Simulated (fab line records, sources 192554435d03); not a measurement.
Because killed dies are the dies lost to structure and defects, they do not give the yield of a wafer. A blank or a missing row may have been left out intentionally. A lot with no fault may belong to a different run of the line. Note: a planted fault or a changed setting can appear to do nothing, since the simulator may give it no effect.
Chamber matching || flow n5_finfet || 4 sister chambers for N5_FIN_CUT_CUT_ETCH_26 on rie_diel-06
The step etches SiNx in CH3F/O2, target depth 39 nm, time 55.7 s. 4 wafers are shown with their chamber, then 9 later ones without.

EACH WAFER AND ITS CHAMBER
{"wafer": "L079.6", "chamber": 1, "drypump_motor_current_A (A)": 4.7}
{"wafer": "L083.1", "chamber": 2, "drypump_motor_current_A (A)": 5.4}
{"wafer": "L083.2", "chamber": 3, "drypump_motor_current_A (A)": 5.9}
{"wafer": "L083.5", "chamber": 0, "drypump_motor_current_A (A)": 5.6}

WAFERS WHOSE CHAMBER IS MISSING
{"wafer": "L093.1", "drypump_motor_current_A (A)": 4.7}
{"wafer": "L093.5", "drypump_motor_current_A (A)": 5.9}
{"wafer": "L093.6", "drypump_motor_current_A (A)": 5.4}
{"wafer": "L095.1", "drypump_motor_current_A (A)": 5.9}
{"wafer": "L095.3", "drypump_motor_current_A (A)": 5.4}
{"wafer": "L095.5", "drypump_motor_current_A (A)": 5.4}
{"wafer": "L097.2", "drypump_motor_current_A (A)": 5.4}
{"wafer": "L097.3", "drypump_motor_current_A (A)": 5.9}
{"wafer": "L097.4", "drypump_motor_current_A (A)": 5.7}

EACH ONE'S CHAMBER
{"wafer": "L093.1", "from the rows above": 1, "in truth": 1}
{"wafer": "L093.5", "from the rows above": 3, "in truth": 3}
{"wafer": "L093.6", "from the rows above": 2, "in truth": 2}
{"wafer": "L095.1", "from the rows above": 3, "in truth": 3}
{"wafer": "L095.3", "from the rows above": 2, "in truth": 2}
{"wafer": "L095.5", "from the rows above": 2, "in truth": 2}
{"wafer": "L097.2", "from the rows above": 2, "in truth": 2}
{"wafer": "L097.3", "from the rows above": 3, "in truth": 3}
{"wafer": "L097.4", "from the rows above": 0, "in truth": 0}
Correctly placed: 9 of 9. From these rows, 0 cannot be placed. Wrongly placed: 0.
How it was worked out, from the rows above alone: a wafer's distance from a chamber is the root of the sum, over the readings, of the square of ((its reading less the chamber's mean) divided by the reading's scatter). The wafer belongs to the nearest chamber; if the next one is less than 2 further off, it can't be placed. For every chamber, the mean is computed from those of its wafers that are shown. The scatter: root of mean squared gap, hidden wafer to nearest shown wafer, with one shown wafer a chamber.
